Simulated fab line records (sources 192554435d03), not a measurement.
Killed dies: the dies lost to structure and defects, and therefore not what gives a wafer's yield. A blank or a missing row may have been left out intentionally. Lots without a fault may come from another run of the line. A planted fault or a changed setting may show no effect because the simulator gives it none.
Matching of chambers    flow n5-finfet    3 sister chambers for N5_BEOL_M4_CO_CAP_55 on cvd-co-01
The step material Co, precursor CCTBA/H2, target thk 2 nm, time 102.1 s. 3 wafers are shown with their chamber, then 6 later ones without.

== WAFERS WITH THEIR CHAMBER ==
wafer   chamber  heater-power-w (W)
L222.1  0        224
L223.4  2        213
L225.5  1        248

== WAFERS WITH NO CHAMBER GIVEN ==
wafer   heater-power-w (W)
L225.6  230
L228.4  253
L228.5  226
L228.6  210
L235.1  246
L236.4  211

== WHICH CHAMBER EACH WENT THROUGH ==
wafer   from the rows above  in truth
L225.6  0                    0
L228.4  1                    1
L228.5  0                    0
L228.6  2                    2
L235.1  1                    1
L236.4  2                    2
6 of 6 placed correctly. Left unplaced by these rows: 0. Placed wrongly: 0.
How it was worked out, from the rows above alone: a wafer's distance from a chamber is the root of the sum, over the readings, of the square of ((its reading less the chamber's mean) divided by the reading's scatter). If the next closest chamber is less than 2 further off than the closest, the wafer can't be placed; otherwise it belongs to the closest. Each chamber's mean is taken over the wafers shown for it. The scatter: with one shown wafer a chamber, the root of the mean of the squares of how far each hidden wafer lies from its nearest shown one.
